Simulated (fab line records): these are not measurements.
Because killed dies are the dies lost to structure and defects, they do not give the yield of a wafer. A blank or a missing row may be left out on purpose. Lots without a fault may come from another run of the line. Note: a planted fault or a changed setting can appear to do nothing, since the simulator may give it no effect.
fab line records + flow nandHarc
[record]
- lots = 6
- wafers = 18
- lastDay = 35
route steps=1302 shown P_M1@306 P_M2@318 END@1302
lots untouched by any fault: they come from a run of this same line in which no faults occurred
startH: the number of hours between the record's first day and the start of the first shown wafer of the lot + waitH: hours since the lot's step before + " identical to the entry in the row above + L1.1+2: a row that stands for several wafers + - value missing, or start not given + * or withheld: withheld + < > ~ a bound
route shown NAME@n: NAME is a module with steps in the file, n the number in the route of the first one + usual: average and standard deviation across the fault-free wafers + same: alike in all rows + chamber/n: place in a boat + sites: per-site readings + _std_site: how widely they spread, as a standard deviation + _edge_site: outer sites' mean less inner sites' + radiusMm: for every site, how far away it sits from the centre of the wafer + mask NAME#n: copy n + behind: tool/chamber where the wafer was last shaped + hold: the reason the lot was held/the length of the hold in hours/how it ended + device: the transistor (n, p or np) that didn't switch + end of line: at the end of the route, the tests of the same wafers + for a step that has no rows: nothing shown but its recipe + killed: dies lost to structure and defects at the first sort, not the wafer's yield + map: shows each die of a wafer: x if killed, . if not, _ if none is there
set.NAME: the setting as run; set.NAME@STEP: as run at that earlier step + model.NAME: the simulator's own value behind a step, which no gauge read
lots at some steps of the route; a table a step, a row a wafer
services: from which hour (startH, from the record's first day; less than 0 if before it) a tool's chamber was out of use, for how many hours, and why
[[steps]]
[step NHARC_P_M1_PRE_CLEAN_30]
[recipe]
- timeS = 30
- tempC = 280
- gas = H2/He
[step NHARC_P_M1_PVD_20]
[recipe]
- targetThkA = 50
- biasV = 168.6
- powerW = 15000
- chamberPressurePa = 0.12
- timeS = 8.06
- substrateTempC = 50
- material = TaN
[usual]
- biasV = 168.7/1.9
- substrateTempC = 49.99/0.11
- throttleValvePct = 29.9/1.2
| lot.wafer | tool          | chamber | startH | waitH | biasV | substrateTempC | throttleValvePct |
|-----------|---------------|---------|--------|-------|-------|----------------|------------------|
| L345.2    | pvdSputter-01 | -       | -      | -     | 171.9 | 50.10          | 30.1             |
| L345.6    | "             | -       | "      | "     | 169.7 | 49.88          | 30.2             |
| L345.5    | "             | -       | "      | "     | 170.0 | 49.88          | 29.7             |
| L348.3    | pvdSputter-02 | -       | -      | -     | 169.7 | 50.11          | 29.2             |
| L348.6    | "             | -       | "      | "     | 166.0 | 49.90          | 30.7             |
| L348.5    | "             | -       | "      | "     | 170.3 | 50.10          | 29.1             |
| L350.4    | pvdSputter-03 | -       | -      | -     | 169.4 | 50.00          | 28.0             |
| L350.3    | "             | -       | "      | "     | 170.0 | 50.14          | 31.9             |
| L350.1    | "             | -       | "      | "     | 165.1 | 50.08          | 31.5             |
| L356.1    | pvdSputter-02 | -       | -      | -     | 167.8 | 50.02          | 30.7             |
| L356.3    | "             | -       | "      | "     | 170.1 | 50.02          | 28.9             |
| L356.6    | "             | -       | "      | "     | 170.1 | 50.14          | 28.8             |
| L364.4    | pvdSputter-01 | -       | -      | -     | 171.1 | 50.16          | 29.7             |
| L364.3    | "             | -       | "      | "     | 168.1 | 50.01          | 28.5             |
| L364.6    | "             | -       | "      | "     | 171.0 | 49.95          | 28.4             |
| L366.4    | pvdSputter-01 | -       | -      | -     | 169.4 | 49.84          | 28.7             |
| L366.1    | "             | -       | "      | "     | 171.0 | 49.93          | 29.9             |
| L366.6    | "             | -       | "      | "     | 173.3 | 49.91          | 28.6             |
[step NHARC_P_M1_PVD_21]
[recipe]
- targetThkA = 300
- chamberPressurePa = 5
- powerW = 5000
- substrateTempC = 30
- timeS = 20.49
- material = Cu
[usual]
- substrateTempC = 30.01/0.11
- throttleValvePct = 30.0/1.1
| lot.wafer | tool          | chamber | startH | waitH | substrateTempC | throttleValvePct |
|-----------|---------------|---------|--------|-------|----------------|------------------|
| L345.2    | pvdSputter-01 | -       | -      | -     | 29.97          | 30.2             |
| L345.6    | "             | -       | "      | "     | 30.17          | 29.8             |
| L345.5    | "             | -       | "      | "     | 30.02          | 30.1             |
| L348.3    | pvdSputter-02 | -       | -      | -     | 29.82          | 28.8             |
| L348.6    | "             | -       | "      | "     | 30.21          | 29.3             |
| L348.5    | "             | -       | "      | "     | 30.09          | 31.2             |
| L350.1    | pvdSputter-03 | -       | -      | -     | 30.07          | 31.9             |
| L350.3    | "             | -       | "      | "     | 29.95          | 31.7             |
| L350.4    | "             | -       | "      | "     | 29.93          | 29.6             |
| L356.3    | pvdSputter-02 | -       | -      | -     | 29.97          | 31.6             |
| L356.1    | "             | -       | "      | "     | 30.04          | 29.3             |
| L356.6    | "             | -       | "      | "     | 29.92          | 31.2             |
| L364.3    | pvdSputter-01 | -       | -      | -     | 29.76          | 28.6             |
| L364.4    | "             | -       | "      | "     | 29.95          | 30.1             |
| L364.6    | "             | -       | "      | "     | 30.07          | 29.7             |
| L366.1    | pvdSputter-01 | -       | -      | -     | 30.03          | 30.1             |
| L366.4    | "             | -       | "      | "     | 29.91          | 30.0             |
| L366.6    | "             | -       | "      | "     | 29.97          | 30.5             |
[step NHARC_P_M1_ECD_22]
[recipe]
- targetThkA = 4000
- bathTempC = 25
- material = Cu
[step NHARC_P_M1_ANNEAL_31]
[recipe]
- tempC = 225
- timeS = 90
[step NHARC_P_M1_CMP_23]
[recipe]
- tOverpolishS = 20
- targetThkNm = 157.82
[usual]
- motorCurrentA = 12.1/0.99
- slurryFilterDpKPa = 13.49/0.14
- timeToEndpointS = 28.0/2.3
| lot.wafer | tool   | chamber | startH | waitH | motorCurrentA | slurryFilterDpKPa | timeToEndpointS |
|-----------|--------|---------|--------|-------|---------------|-------------------|-----------------|
| L345.2    | cmp-03 | 3       | 151.15 | -     | 11.5          | 13.57             | 32.3            |
| L345.5    | "      | 1       | "      | "     | 10.4          | 13.32             | 30.5            |
| L345.6    | "      | 2       | "      | "     | 10.8          | 13.43             | 30.8            |
| L348.3    | cmp-01 | 0       | 176.90 | -     | 12.9          | 13.45             | 29.4            |
| L348.5    | "      | 1       | "      | "     | 14.0          | 13.54             | 28.4            |
| L348.6    | "      | 2       | "      | "     | 12.9          | 13.56             | 27.6            |
| L350.4    | cmp-04 | 0       | 204.61 | -     | 12.4          | 13.76             | 26.1            |
| L350.3    | "      | 1       | "      | "     | 12.6          | 13.57             | 24.1            |
| L350.1    | "      | 2       | "      | "     | 12.2          | 13.66             | 24.4            |
| L356.3    | cmp-01 | 0       | 260.80 | -     | 13.1          | 13.57             | 27.0            |
| L356.1    | "      | 1       | "      | "     | 13.7          | 13.64             | 26.9            |
| L356.6    | "      | 0       | "      | "     | 13.5          | 13.56             | 28.1            |
| L364.4    | cmp-01 | 2       | 335.10 | -     | 13.4          | 13.66             | 25.6            |
| L364.3    | "      | 3       | "      | "     | 12.7          | 13.49             | 26.0            |
| L364.6    | "      | 3       | "      | "     | 12.3          | 13.59             | 27.5            |
| L366.1    | cmp-04 | 0       | 366.71 | -     | 11.7          | 13.35             | 29.4            |
| L366.4    | "      | 2       | "      | "     | 12.2          | 13.54             | 30.5            |
| L366.6    | "      | 1       | "      | "     | 12.6          | 13.42             | 32.5            |
[step NHARC_P_M1_THK_MEAS_24]
[recipe]
- thkMeasGauge = xrf
[usual]
- thkNm = 157.6/1.4
| lot.wafer | tool         | chamber | startH | waitH | thkNm |
|-----------|--------------|---------|--------|-------|-------|
| L345.2    | filmMetro-01 | -       | 151.40 | -     | 156.9 |
| L345.5    | "            | -       | "      | "     | 158.8 |
| L345.6    | "            | -       | "      | "     | 155.7 |
| L348.3    | filmMetro-02 | -       | 177.13 | -     | 159.5 |
| L348.5    | "            | -       | "      | "     | 158.7 |
| L348.6    | "            | -       | "      | "     | 158.6 |
| L350.1    | filmMetro-02 | -       | 204.93 | -     | 158.5 |
| L350.3    | "            | -       | "      | "     | 159.1 |
| L350.4    | "            | -       | "      | "     | 159.5 |
| L356.1    | filmMetro-01 | -       | 261.08 | -     | 159.3 |
| L356.3    | "            | -       | "      | "     | 159.0 |
| L356.6    | "            | -       | "      | "     | 158.1 |
| L364.3    | filmMetro-02 | -       | 335.42 | -     | 157.3 |
| L364.4    | "            | -       | "      | "     | 160.1 |
| L364.6    | "            | -       | "      | "     | 157.5 |
| L366.1    | filmMetro-02 | -       | 367.02 | -     | 158.6 |
| L366.4    | "            | -       | "      | "     | 156.3 |
| L366.6    | "            | -       | "      | "     | 157.4 |
[step NHARC_P_M1_SRD_25]
[step NHARC_P_M1_INSPECT_27]
[usual]
- rawDefectCount = 314/120
| lot.wafer | tool             | chamber | startH | waitH | rawDefectCount |
|-----------|------------------|---------|--------|-------|----------------|
| L345.2    | defectInspect-02 | -       | 151.56 | 0.0   | 430            |
| L345.5    | "                | -       | "      | "     | 317            |
| L345.6    | "                | -       | "      | "     | 390            |
| L348.3    | defectInspect-02 | -       | 177.29 | 0.0   | 260            |
| L348.5    | "                | -       | "      | "     | 331            |
| L348.6    | "                | -       | "      | "     | 448            |
| L350.1    | defectInspect-01 | -       | 205.10 | 0.0   | 234            |
| L350.3    | "                | -       | "      | "     | 443            |
| L350.4    | "                | -       | "      | "     | 258            |
| L356.1    | defectInspect-01 | -       | 261.24 | 0.0   | 530            |
| L356.3    | "                | -       | "      | "     | 669            |
| L356.6    | "                | -       | "      | "     | 382            |
| L364.3    | defectInspect-01 | -       | 335.57 | 0.0   | 238            |
| L364.4    | "                | -       | "      | "     | 271            |
| L364.6    | "                | -       | "      | "     | 321            |
| L366.1    | defectInspect-01 | -       | 367.18 | 0.0   | 130            |
| L366.4    | "                | -       | "      | "     | 180            |
| L366.6    | "                | -       | "      | "     | 119            |
[step NHARC_P_M1_PRE_CLEAN_32]
[recipe]
- timeS = 12
- tempC = 370
- rfPowerW = 300
- gas = NH3
[usual]
- heaterPowerW = 638/80
| lot.wafer | tool     | chamber | startH | waitH | heaterPowerW |
|-----------|----------|---------|--------|-------|--------------|
| L345.2    | pecvd-04 | 1       | 151.64 | 0.1   | 674          |
| L345.6    | "        | 1       | "      | "     | 677          |
| L345.5    | "        | 2       | "      | "     | 738          |
| L348.3    | pecvd-04 | 0       | 177.35 | 0.1   | 781          |
| L348.6    | "        | 1       | "      | "     | 634          |
| L348.5    | "        | 2       | "      | "     | 698          |
| L350.1    | pecvd-02 | 1       | 205.18 | 0.1   | 625          |
| L350.3    | "        | 2       | "      | "     | 756          |
| L350.4    | "        | 0       | "      | "     | 765          |
| L356.3    | pecvd-03 | 1       | 261.31 | 0.1   | 577          |
| L356.1    | "        | 2       | "      | "     | 557          |
| L356.6    | "        | 1       | "      | "     | 560          |
| L364.3    | pecvd-04 | 1       | 335.65 | 0.1   | 615          |
| L364.6    | "        | 0       | "      | "     | 737          |
| L364.4    | "        | 1       | "      | "     | 621          |
| L366.1    | pecvd-02 | 2       | 367.26 | 0.1   | 613          |
| L366.4    | "        | 2       | "      | "     | 620          |
| L366.6    | "        | 0       | "      | "     | 739          |
[step NHARC_P_M1_DEP_33]
[recipe]
- targetThkA = 300
- tempC = 370
- targetThkNm = 30
- pressureTorr = 3
- flowSccm = 200
- rfW = 450
- material = SiCN
[usual]
- heaterPowerW = 581/80
| lot.wafer | tool     | chamber | startH | waitH | heaterPowerW |
|-----------|----------|---------|--------|-------|--------------|
| L345.2    | pecvd-04 | 1       | 151.75 | 0.1   | 591          |
| L345.6    | "        | 1       | "      | "     | 591          |
| L345.5    | "        | 2       | "      | "     | 688          |
| L348.3    | pecvd-04 | 0       | 177.43 | 0.1   | 662          |
| L348.6    | "        | 1       | "      | "     | 595          |
| L348.5    | "        | 2       | "      | "     | 623          |
| L350.1    | pecvd-02 | 1       | 205.29 | 0.1   | 546          |
| L350.3    | "        | 2       | "      | "     | 654          |
| L350.4    | "        | 0       | "      | "     | 712          |
| L356.3    | pecvd-03 | 1       | 261.39 | 0.1   | 469          |
| L356.1    | "        | 2       | "      | "     | 501          |
| L356.6    | "        | 1       | "      | "     | 478          |
| L364.3    | pecvd-04 | 1       | 335.76 | 0.1   | 546          |
| L364.6    | "        | 0       | "      | "     | 601          |
| L364.4    | "        | 1       | "      | "     | 560          |
| L366.1    | pecvd-02 | 2       | 367.37 | 0.1   | 647          |
| L366.4    | "        | 2       | "      | "     | 649          |
| L366.6    | "        | 0       | "      | "     | 796          |
[step NHARC_P_M2_DEP_00]
[recipe]
- targetThkA = 1825
- targetThkNm = 182.5
- tempC = withheld
- pressureTorr = 5
- flowSccm = 200
- rfW = 600
- material = SiOC
| lot.wafer  | tool     | chamber | startH | waitH |
|------------|----------|---------|--------|-------|
| L345.2+5+6 | pecvd-03 | 0,0,1   | 152.12 | -     |
| L348.3+6+5 | pecvd-03 | 2,2,0   | 177.85 | -     |
| L350.1+3+4 | pecvd-02 | 0,1,2   | 205.64 | -     |
| L350.1+3+4 | pecvd-02 | 0,1,2   | 206.21 | -     |
| L356.1+3+6 | pecvd-02 | 0,1,2   | 261.80 | -     |
| L356.1+3+6 | pecvd-02 | 0,1,2   | 262.40 | -     |
| L364.3+4+6 | pecvd-03 | 2,0,1   | 336.14 | -     |
| L366.1+4+6 | pecvd-04 | 1,1,2   | 367.73 | -     |
[step NHARC_P_M2_DEHYDRATE_01]
[recipe]
- tempC = 150
- timeS = 120
[step NHARC_END_SORT_01]
[recipe]
- tempC = 25
[usual]
- defectLimitedYield = 92.9/2.4
- killedAtArray = 44/16
- killedAtOther = 0.6/1.1
- killedAtPeriphery = 3.9/2.6
- killedDies = 48/16
- killedOpen = 3.1/1.9
- killedShort = 2.4/1.8
- sort_bin_2_pct = 2.6/1
- sort_bin_3_pct = 0.6/0.39
- sort_bin_4_pct = 4.0/1.4
- sortNPass = 629/16
- sortRimYieldPct = 89/4.3
- sortYieldPct = 92.9/2.4
[same]
- grossDies = 677
- sort_bin_5_pct[%] = 0
- sort_bin_6_pct[%] = 0
- sort_bin_7_pct[%] = 0
- sort_bin_8_pct[%] = 0
- sortRimNGross = 106.00
| lot.wafer | tool      | chamber | startH | waitH | defectLimitedYield[%] | killedAtArray | killedAtOther | killedAtPeriphery | killedDies | killedOpen | killedShort | sort_bin_2_pct[%] | sort_bin_3_pct[%] | sort_bin_4_pct[%] | sortNPass | sortRimYieldPct[%] | sortYieldPct[%] |
|-----------|-----------|---------|--------|-------|-----------------------|---------------|---------------|-------------------|------------|------------|-------------|-------------------|-------------------|-------------------|-----------|--------------------|-----------------|
| L348.3    | prober-01 | 0       | 586.52 | 3.1   | 88.5                  | 75            | 0             | 3                 | 78         | 4          | 2           | 4.0               | 0.9               | 6.6               | 599       | 85                 | 88.5            |
| L348.5    | prober-01 | 0       | 588.10 | 3.6   | 92.3                  | 46            | 1             | 5                 | 52         | 6          | 0           | 3.4               | 1.2               | 3.1               | 625       | 85                 | 92.3            |
| L348.6    | prober-01 | 0       | 588.89 | 3.9   | 89.1                  | 68            | 0             | 6                 | 74         | 2          | 2           | 4.1               | 1.6               | 5.2               | 603       | 91                 | 89.1            |
| L345.2    | prober-01 | 0       | 594.57 | 2.8   | 91.9                  | 51            | 0             | 4                 | 55         | 4          | 0           | 3.0               | 0.9               | 4.3               | 622       | 84                 | 91.9            |
| L345.5    | prober-01 | 0       | 597.01 | 3.8   | 87.0                  | 81            | 0             | 7                 | 88         | 4          | 5           | 4.6               | 1.5               | 6.9               | 589       | 88                 | 87.0            |
| L345.6    | prober-01 | 0       | 597.83 | 4.1   | 92.0                  | 51            | 1             | 2                 | 54         | 1          | 2           | 2.7               | 1.2               | 4.1               | 623       | 84                 | 92.0            |
| L350.1    | prober-01 | 0       | 638.73 | 2.5   | 0                     | 42            | 2             | 633               | 677        | 4          | 7           | 94.5              | 0.3               | 5.2               | 0         | 0                  | 0               |
| L350.3    | prober-01 | 0       | 640.35 | 3.1   | 0                     | 44            | 1             | 632               | 677        | 3          | 3           | 95.0              | 0.7               | 4.3               | 0         | 0                  | 0               |
| L350.4    | prober-01 | 0       | 641.16 | 3.4   | 0                     | 49            | 0             | 628               | 677        | 4          | 5           | 95.7              | 0                 | 4.3               | 0         | 0                  | 0               |
| L356.1    | prober-01 | 0       | 695.13 | 2.5   | 0                     | 43            | 0             | 634               | 677        | 4          | 3           | 95.4              | 1.0               | 3.5               | 0         | 0                  | 0               |
| L356.3    | prober-01 | 0       | 696.74 | 3.1   | 0                     | 29            | 0             | 648               | 677        | 3          | 1           | 97.2              | 0.6               | 2.2               | 0         | 0                  | 0               |
| L356.6    | prober-01 | 0       | 699.14 | 4.0   | 0                     | 38            | 2             | 637               | 677        | 1          | 6           | 96.5              | 0.3               | 3.2               | 0         | 0                  | 0               |
| L364.3    | prober-01 | 0       | 806.66 | 3.1   | 95.9                  | 21            | 0             | 7                 | 28         | 6          | 1           | 1.5               | 0.4               | 2.2               | 649       | 92                 | 95.9            |
| L364.4    | prober-01 | 0       | 807.45 | 3.4   | 94.7                  | 35            | 0             | 1                 | 36         | 2          | 2           | 3.0               | 0.1               | 2.2               | 641       | 84                 | 94.7            |
| L364.6    | prober-01 | 0       | 809.04 | 4.0   | 95.4                  | 28            | 0             | 3                 | 31         | 2          | 5           | 1.6               | 0.3               | 2.7               | 646       | 90                 | 95.4            |
// killed by level:class
L348.3 A_CHANNEL_HOLE_D1:chamberFilmFlake=33 A_CHANNEL_HOLE_D2:chamberFilmFlake=16 A_SLIT:chamberFilmFlake=16 A_STAIRCASE:chamberFilmFlake=3 A_WL_FILL:chamberFilmFlake=2 P_CONTACT:geometricParticle:open=1 P_M0:geometricParticle:open=1 A_ONON_D1:geometricParticle:short=1
L348.5 A_SLIT:chamberFilmFlake=16 A_CHANNEL_HOLE_D2:chamberFilmFlake=15 A_CHANNEL_HOLE_D1:chamberFilmFlake=8 P_M0:geometricParticle:open=2 P_ZERO_WELL:chamberFilmFlake=2 P_GATE:geometricParticle:open=1 A_WL_FILL:geometricParticle:open=1 A_CONTACT:geometricParticle:open=1
L348.6 A_CHANNEL_HOLE_D2:chamberFilmFlake=27 A_CHANNEL_HOLE_D1:chamberFilmFlake=19 A_SLIT:chamberFilmFlake=14 P_ZERO_WELL:chamberFilmFlake=3 P_BONDPAD:chamberFilmFlake=2 A_STAIRCASE:chamberFilmFlake=2 P_CONTACT:geometricParticle:open=1 A_CHANNEL_HOLE_D1:geometricParticle:short=1
L345.2 A_CHANNEL_HOLE_D2:chamberFilmFlake=15 A_SLIT:chamberFilmFlake=15 A_CHANNEL_HOLE_D1:chamberFilmFlake=11 P_STI:chamberFilmFlake=3 A_CONTACT:chamberFilmFlake=3 A_CHANNEL_FILL_D1:chamberFilmFlake=2 A_ONON_D1:geometricParticle:open=1 A_CHANNEL_HOLE_D1:geometricParticle:open=1
L345.5 A_CHANNEL_HOLE_D1:chamberFilmFlake=28 A_CHANNEL_HOLE_D2:chamberFilmFlake=23 A_SLIT:chamberFilmFlake=15 P_ZERO_WELL:chamberFilmFlake=3 A_CONTACT:chamberFilmFlake=3 A_CHANNEL_FILL_D2:chamberFilmFlake=2 A_STAIRCASE:chamberFilmFlake=2 P_M0:geometricParticle:short=1
L345.6 A_CHANNEL_HOLE_D2:chamberFilmFlake=18 A_SLIT:chamberFilmFlake=16 A_CHANNEL_HOLE_D1:chamberFilmFlake=6 A_CONTACT:chamberFilmFlake=4 A_STAIRCASE:chamberFilmFlake=3 A_DECK1_JOINT:chamberFilmFlake=2 P_M0:geometricParticle:open=1 A_ONON_D1:geometricParticle:short=1
L350.1 P_M2:areaDep=630 A_SLIT:chamberFilmFlake=20 A_CHANNEL_HOLE_D2:chamberFilmFlake=5 A_CONTACT:chamberFilmFlake=5 A_STAIRCASE:chamberFilmFlake=3 P_CONTACT:geometricParticle:open=2 A_ONON_D2:geometricParticle:short=2 STARTING-WAFER:geometricParticle:short=2
L350.3 P_M2:areaDep=629 A_SLIT:chamberFilmFlake=19 A_CHANNEL_HOLE_D2:chamberFilmFlake=7 A_SGD_CUT:chamberFilmFlake=3 A_CHANNEL_HOLE_D1:chamberFilmFlake=2 A_CHANNEL_FILL_D1:chamberFilmFlake=2 A_STAIRCASE:chamberFilmFlake=2 A_WL_FILL:chamberFilmFlake=2
L350.4 P_M2:areaDep=624 A_SLIT:chamberFilmFlake=18 A_STAIRCASE:chamberFilmFlake=10 A_CHANNEL_HOLE_D2:chamberFilmFlake=7 P_M0:geometricParticle:open=2 A_CHANNEL_HOLE_D1:chamberFilmFlake=2 A_SGD_CUT:chamberFilmFlake=2 P_CONTACT:geometricParticle:short=1
L356.1 P_M2:areaDep=626 A_SLIT:chamberFilmFlake=15 A_CONTACT:chamberFilmFlake=8 A_CHANNEL_HOLE_D1:chamberFilmFlake=4 P_GATE:chamberFilmFlake=3 A_SGD_CUT:chamberFilmFlake=3 A_WL_FILL:chamberFilmFlake=3 A_CONTACT:geometricParticle:open=2
L356.3 P_M2:areaDep=642 A_SLIT:chamberFilmFlake=17 P_GATE:chamberFilmFlake=3 A_SGD_CUT:chamberFilmFlake=3 A_CONTACT:chamberFilmFlake=3 A_ONON_D2:geometricParticle:open=2 P_STI:chamberFilmFlake=2 A_STAIRCASE:chamberFilmFlake=2
L356.6 P_M2:areaDep=634 A_SLIT:chamberFilmFlake=18 A_CONTACT:chamberFilmFlake=5 A_ONON_D2:geometricParticle:short=3 A_CHANNEL_HOLE_D1:chamberFilmFlake=3 P_ZERO_WELL:chamberFilmFlake=2 THIN_TSV:chamberFilmFlake=2 A_CHANNEL_HOLE_D1:geometricParticle:short=1
L364.3 A_SLIT:chamberFilmFlake=12 A_CHANNEL_HOLE_D1:chamberFilmFlake=5 P_M0:geometricParticle:open=3 P_M2:chamberFilmFlake=2 P_GATE:geometricParticle:open=1 P_CONTACT:geometricParticle:open=1 A_CHANNEL_FILL_D2:geometricParticle:open=1 A_CHANNEL_FILL_D2:geometricParticle:short=1
L364.4 A_SLIT:chamberFilmFlake=18 A_CHANNEL_HOLE_D1:chamberFilmFlake=9 A_STAIRCASE:chamberFilmFlake=2 P_CONTACT:geometricParticle:short=1 A_WL_FILL:geometricParticle:short=1 A_CONTACT:geometricParticle:open=1 A_M0:geometricParticle:open=1 A_DECK1_JOINT:chamberFilmFlake=1
L364.6 A_SLIT:chamberFilmFlake=13 A_CHANNEL_HOLE_D1:chamberFilmFlake=4 A_ONON_D2:geometricParticle:short=2 A_ONON_D2:geometricParticle:open=1 A_CHANNEL_FILL_D2:geometricParticle:short=1 A_STAIRCASE:geometricParticle:short=1 A_SGD_CUT:geometricParticle:open=1 A_WL_FILL:geometricParticle:short=1
// map L350.1 (x killed, . not)
____________x____________
_________xxxxxxx_________
_______xxxxxxxxxxx_______
______xxxxxxxxxxxxx______
_____xxxxxxxxxxxxxxx_____
____xxxxxxxxxxxxxxxxx____
____xxxxxxxxxxxxxxxxx____
___xxxxxxxxxxxxxxxxxxx___
___xxxxxxxxxxxxxxxxxxx___
__xxxxxxxxxxxxxxxxxxxxx__
__xxxxxxxxxxxxxxxxxxxxx__
_xxxxxxxxxxxxxxxxxxxxxxx_
_xxxxxxxxxxxxxxxxxxxxxxx_
_xxxxxxxxxxxxxxxxxxxxxxx_
_xxxxxxxxxxxxxxxxxxxxxxx_
_xxxxxxxxxxxxxxxxxxxxxxx_
xxxxxxxxxxxxxxxxxxxxxxxxx
xxxxxxxxxxxxxxxxxxxxxxxxx
xxxxxxxxxxxxxxxxxxxxxxxxx
xxxxxxxxxxxxxxxxxxxxxxxxx
xxxxxxxxxxxxxxxxxxxxxxxxx
_xxxxxxxxxxxxxxxxxxxxxxx_
_xxxxxxxxxxxxxxxxxxxxxxx_
_xxxxxxxxxxxxxxxxxxxxxxx_
_xxxxxxxxxxxxxxxxxxxxxxx_
_xxxxxxxxxxxxxxxxxxxxxxx_
__xxxxxxxxxxxxxxxxxxxxx__
__xxxxxxxxxxxxxxxxxxxxx__
___xxxxxxxxxxxxxxxxxxx___
___xxxxxxxxxxxxxxxxxxx___
____xxxxxxxxxxxxxxxxx____
____xxxxxxxxxxxxxxxxx____
_____xxxxxxxxxxxxxxx_____
______xxxxxxxxxxxxx______
_______xxxxxxxxxxx_______
_________xxxxxxx_________
____________x____________
// map L356.1 (x killed, . not)
____________x____________
_________xxxxxxx_________
_______xxxxxxxxxxx_______
______xxxxxxxxxxxxx______
_____xxxxxxxxxxxxxxx_____
____xxxxxxxxxxxxxxxxx____
____xxxxxxxxxxxxxxxxx____
___xxxxxxxxxxxxxxxxxxx___
___xxxxxxxxxxxxxxxxxxx___
__xxxxxxxxxxxxxxxxxxxxx__
__xxxxxxxxxxxxxxxxxxxxx__
_xxxxxxxxxxxxxxxxxxxxxxx_
_xxxxxxxxxxxxxxxxxxxxxxx_
_xxxxxxxxxxxxxxxxxxxxxxx_
_xxxxxxxxxxxxxxxxxxxxxxx_
_xxxxxxxxxxxxxxxxxxxxxxx_
xxxxxxxxxxxxxxxxxxxxxxxxx
xxxxxxxxxxxxxxxxxxxxxxxxx
xxxxxxxxxxxxxxxxxxxxxxxxx
xxxxxxxxxxxxxxxxxxxxxxxxx
xxxxxxxxxxxxxxxxxxxxxxxxx
_xxxxxxxxxxxxxxxxxxxxxxx_
_xxxxxxxxxxxxxxxxxxxxxxx_
_xxxxxxxxxxxxxxxxxxxxxxx_
_xxxxxxxxxxxxxxxxxxxxxxx_
_xxxxxxxxxxxxxxxxxxxxxxx_
__xxxxxxxxxxxxxxxxxxxxx__
__xxxxxxxxxxxxxxxxxxxxx__
___xxxxxxxxxxxxxxxxxxx___
___xxxxxxxxxxxxxxxxxxx___
____xxxxxxxxxxxxxxxxx____
____xxxxxxxxxxxxxxxxx____
_____xxxxxxxxxxxxxxx_____
______xxxxxxxxxxxxx______
_______xxxxxxxxxxx_______
_________xxxxxxx_________
____________x____________
[[services]]
| tool          | chamber | startH | hours | kind   |
|---------------|---------|--------|-------|--------|
| pecvd-02      | -       | 130.30 | 1.1   | repair |
| cmp-01        | -       | 139.28 | 0.6   | repair |
| pvdSputter-02 | -       | 141.91 | 3.6   | repair |
| pvdSputter-03 | -       | 170.06 | 10.0  | pm     |
| pecvd-02      | -       | 172.42 | 13.8  | repair |
| pecvd-03      | 2       | 182.11 | 6.1   | repair |
| cmp-01        | -       | 185.50 | 4.0   | pm     |
| pecvd-03      | -       | 186.02 | 13.0  | pm     |
| cmp-04        | -       | 190.06 | 0.3   | repair |
| pvdSputter-01 | -       | 202.15 | 8.3   | repair |
| cmp-04        | -       | 209.00 | 4.0   | pm     |
| pvdSputter-01 | -       | 226.04 | 10.0  | pm     |
| pecvd-02      | -       | 227.09 | 13.0  | pm     |
| pvdSputter-01 | -       | 243.21 | 0.9   | repair |
| cmp-01        | -       | 258.31 | 0.2   | repair |
| pecvd-04      | -       | 269.49 | 13.0  | pm     |
| cmp-04        | -       | 277.64 | 1.3   | repair |
| cmp-01        | -       | 277.72 | 3.9   | repair |
| pvdSputter-02 | -       | 282.06 | 10.0  | pm     |
| cmp-01        | -       | 283.50 | 4.0   | pm     |
| cmp-04        | -       | 304.76 | 3.4   | repair |
| cmp-04        | -       | 308.20 | 4.0   | pm     |
| pvdSputter-03 | -       | 348.06 | 10.0  | pm     |
| pecvd-03      | -       | 367.02 | 13.0  | pm     |
[[key]]
[firstSign]
- step = NHARC_P_M2_DEP_00
- reading = visit
- direction = added
[effect]
- step = NHARC_END_SORT_01
- reading = killedAtPeriphery
- direction = up
- sigmas = 99+
- usual = 3.9
- struck = 635.3
[moreKillsBornAt]
- NHARC_P_M2_DEP_00@pecvd-02 = 3785
metAt NHARC_P_M2_DEP_00
struckWafers L350.1,L350.3,L350.4,L356.1,L356.3,L356.6
laterRowsLeftOut L350.1,L350.3,L350.4,L356.1,L356.3,L356.6
[fault]
- kind = repeatedStepWhole
- tool = pecvd-02,pecvd-03,pecvd-04
- chamber = -
- onsetH = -
- steps = NHARC_P_M2_DEP_00
- times = 1
- scope = struckLotsOnly
// laterRowsLeftOut: the simulator's readings of these wafers behind a module that went badly wrong aren't trusted and aren't shown, but for the sort
